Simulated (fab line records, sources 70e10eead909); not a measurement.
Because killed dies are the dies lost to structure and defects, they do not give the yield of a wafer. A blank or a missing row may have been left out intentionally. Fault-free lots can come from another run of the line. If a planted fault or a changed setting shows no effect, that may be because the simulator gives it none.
Struck lot and sound lot, side by side -- flow nand_harc -- 15 steps out of a route of 1302
Sound: the wafers L856.3, L856.4, L856.5. Struck: wafer L854.3 (L854.5, L854.6, from the same lot, were not struck and are left out); the cause is given at the end.
At each step with rows: each side's tool, then ch and its chambers, then its first start. Under that, the readings that differ: sound wafers -- struck wafers -- difference of the means -- sigmas: that difference in standard deviations of wafers without a fault.
alike: same words and numbers on both sides, and readings whose means sit less than 2 such deviations apart. not compared: any withheld reading, any reading some wafer has no value for, any bound like >300 that may hide the same value, and any number with overlapping values for which the record gives no deviation.
The two part at a step that has a row with sigmas, a row that says differs or no value, or rows on one side only. Numbers that don't overlap but have no deviation are shown without sigmas and don't part them. A reading that every wafer of one side lacks parts them only if that side has two wafers or more.

first, 9 steps without rows for these wafers: NHARC_THIN_TSV_PVD_24 (deposits Al, target thk 800 nm); NHARC_THIN_TSV_DEHYDRATE_25 (time 120 s); NHARC_THIN_TSV_HMDS_26 (time 30 s); NHARC_THIN_TSV_COAT_27; NHARC_THIN_TSV_SOFTBAKE_28 (time 95 s); NHARC_THIN_TSV_EBR_29; NHARC_THIN_TSV_EXPOSE_30 (exposes mask PAD); NHARC_THIN_TSV_PEB_31 (peb time 85 s); NHARC_THIN_TSV_DEVELOP_32 (time 70 s).
NHARC_THIN_TSV_CD_MEAS_33: target cd 5000 nm.
  sound on cd_sem-03 ch 0, day 28 21:22; struck on cd_sem-01 ch 0, day 28 02:46
reading,sound,struck,difference,sigmas
cd_nm (nm),4994.7 4995.4 4998.9,5002.3,+6.0,+3
then, 1 step without rows for these wafers: NHARC_THIN_TSV_HARDBAKE_34 (time 80 s).
NHARC_THIN_TSV_DESCUM_35: chemistry O2, time 3 s.
  sound on rie_diel-07 ch 0,1,3, day 28 21:31; struck on rie_diel-11 ch 2, day 28 02:58
reading,sound,struck,difference,sigmas
rf_vpp_V (V),57.0 57.1 57.5,59.2,+2.0,+2
  alike: drypump_motor_current_A, o2_flow_sccm, oes_product_au, showerhead_plenum_p_Torr, throttle_valve_pct
  not compared: rf_hours_counter_h
NHARC_THIN_TSV_ETCH_59: etches the open film in Cl2/BCl3, target depth 880 nm, time 138.1 s.
  sound on rie_metal-01 ch 0,1, day 28 21:43; struck on rie_metal-02 ch 0, day 28 03:10
reading,sound,struck,difference,sigmas
oes_product_au (a.u.),1.004 1.000 1.001,0.918,-0.084,-8
  alike: drypump_motor_current_A, he_backside_leak_sccm, throttle_valve_pct
  not compared: rf_hours_counter_h
NHARC_THIN_TSV_ETCH_36: etches the open film in Cl2/BCl3, target depth 65 nm, time 18.571 s.
  sound on rie_metal-01 ch 0,1, day 28 21:55; struck on rie_metal-02 ch 0, day 28 03:20
  alike: drypump_motor_current_A, he_backside_leak_sccm, oes_product_au
  not compared: rf_hours_counter_h
NHARC_END_SORT_01:
  sound on prober-02 ch 0, day 29 08:41; struck on prober-02 ch 0, day 28 12:16
reading,sound,struck,difference,sigmas
defect_limited_yield (%),95.4 94.5 95.9,0.1,-95.2,-34
killed_at_other,0 0 0,644,+644,+99 or more
killed_dies,31 37 28,676,+644,+34
killed_short,2 3 1,6,+4,+2
sort_bin_3_pct (%),0.4 0.3 0.1,95.3,+95.0,+99 or more
sort_n_pass,646 640 649,1,-644,-34
sort_rim_yield_pct (%),92 92 95,0,-93,-19
sort_yield_pct (%),95.4 94.5 95.9,0.1,-95.2,-34
  alike: killed_at_array, killed_at_periphery, killed_open, sort_bin_2_pct, sort_bin_4_pct

## WHERE THEY PART
At NHARC_THIN_TSV_CD_MEAS_33 first; at NHARC_END_SORT_01 last (within this record only).

WHY: the cause the simulator had injected
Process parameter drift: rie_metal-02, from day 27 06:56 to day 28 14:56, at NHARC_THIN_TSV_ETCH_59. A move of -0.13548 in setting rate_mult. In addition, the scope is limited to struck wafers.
